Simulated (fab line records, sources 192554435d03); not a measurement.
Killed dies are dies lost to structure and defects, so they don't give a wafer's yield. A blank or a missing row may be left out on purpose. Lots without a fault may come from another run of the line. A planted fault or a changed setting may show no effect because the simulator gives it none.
Split-lot experiment | flow n5_finfet | 7 lots, 21 wafers read, on a route of 1938 steps

THE SPLIT
At N5_HKMG_FIN_COAT_41 (time 60 s, resist thk 300 nm), the setting spin_rpm was moved away from the recipe's 1500 rpm on 7 of the 21 wafers read, by -5.3% to +10.4%. The other wafers ran this setting at the recipe's value.

The reading is taken at the split's own step.

THE READING
SOC_of_HKMG_FIN_COAT_41.thk_nm (the simulator's own value, which no gauge read), in nm, at N5_HKMG_FIN_COAT_41 (time 60 s, resist thk 300 nm). The file gives no usual value for it. The 14 wafers here that ran the recipe average 300.2 nm, standard deviation 0.88 nm.

wafer  | tool, chamber at the split | spin_rpm as run, rpm | against the recipe | SOC_of_HKMG_FIN_COAT_41.thk_nm, nm | against lot-mates on the recipe
L076.1 | litho_track-04, 0          | 1500                 | recipe             | 300.8                              | -
L076.3 | litho_track-04, 0          | 1500                 | recipe             | 301.2                              | -
L076.5 | litho_track-04, 0          | 1500                 | recipe             | 301.4                              | -
L077.2 | litho_track-04, 0          | 1500                 | recipe             | 299                                | -
L077.3 | litho_track-04, 0          | 1500                 | recipe             | 300                                | -
L077.4 | litho_track-04, 0          | 1500                 | recipe             | 300                                | -
L080.1 | litho_track-02, 0          | 1500                 | recipe             | 301.2                              | -
L080.3 | litho_track-02, 0          | 1500                 | recipe             | 301.2                              | -
L080.6 | litho_track-02, 0          | 1500                 | recipe             | 300.8                              | -
L085.1 | litho_track-02, 0          | 1420                 | -5.3%              | 308.2                              | +8.6
L085.3 | litho_track-02, 0          | 1500                 | recipe             | 299.6                              | -
L085.6 | litho_track-02, 0          | 1420                 | -5.3%              | 307.8                              | +8.2
L088.2 | litho_track-02, 0          | 1500                 | recipe             | 298.6                              | -
L088.4 | litho_track-02, 0          | 1656                 | +10.4%             | 284.6                              | -14.0
L088.6 | litho_track-02, 0          | 1656                 | +10.4%             | 284.2                              | -14.4
L093.3 | litho_track-02, 0          | 1500                 | recipe             | 299.2                              | -
L093.4 | litho_track-02, 0          | 1500                 | recipe             | 299.8                              | -
L093.6 | litho_track-02, 0          | 1586                 | +5.7%              | 290.6                              | -8.9
L095.1 | litho_track-02, 0          | 1642                 | +9.5%              | 287.4                              | -12.6
L095.2 | litho_track-02, 0          | 1642                 | +9.5%              | 286.8                              | -13.2
L095.4 | litho_track-02, 0          | 1500                 | recipe             | 300                                | -

THE FIT
A straight line over all 21 wafers: SOC_of_HKMG_FIN_COAT_41.thk_nm changes by -1.47 nm for each +1% of spin_rpm; r = -0.99; the points scatter about the line by 0.87 nm.
The same after taking each lot's own level away (the mean of its wafers on the recipe; 21 wafers): -1.41 nm for each +1%; r = -1.00; scatter 0.47 nm.
On that fit, the largest move of spin_rpm shifts the reading by 15 nm.
The lots' own levels span 298.60 to 301.13 nm, that is 2.9 times the standard deviation above.
So the lot-to-lot level changes the slope little: the two slopes agree.
Check: with one of the wafers moved furthest among these (+10.4%) left out of the fit, the line predicts -14.7 nm for it against its lot-mates. It came out at -14 nm against them.

OTHER SPLITS ON THESE WAFERS
These wafers also went through other splits before the reading. Each is held against what the fit with the lots' levels taken away leaves over:
other split on the same wafers       | wafers away from the commonest value | r with SOC_of_HKMG_FIN_COAT_41.thk_nm (lot level and that fit taken away)
N5_ZERO_LAYER_ETCH_18 icp_w          | 9                                    | +0.01
N5_WELL_APT_COAT_02 spin_rpm         | 11                                   | +0.11
N5_FIN_CUT_COAT_19 spin_rpm          | 6                                    | -0.21
N5_FIN_CUT_EXPOSE_05 dose_mj         | 6                                    | +0.16
N5_FIN_CUT_CUT_ETCH_15 time_s        | 9                                    | -0.29
N5_SD_EPI_N_PEB_07 peb_temp_c        | 7                                    | -0.05
N5_SD_EPI_N_EPI_21 epi_growth_time_s | 7                                    | -0.04

THE FILE'S OWN FIT
SOC_of_HKMG_FIN_COAT_41.thk_nm changes by -1.41 nm for each +1% of spin_rpm, r = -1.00.
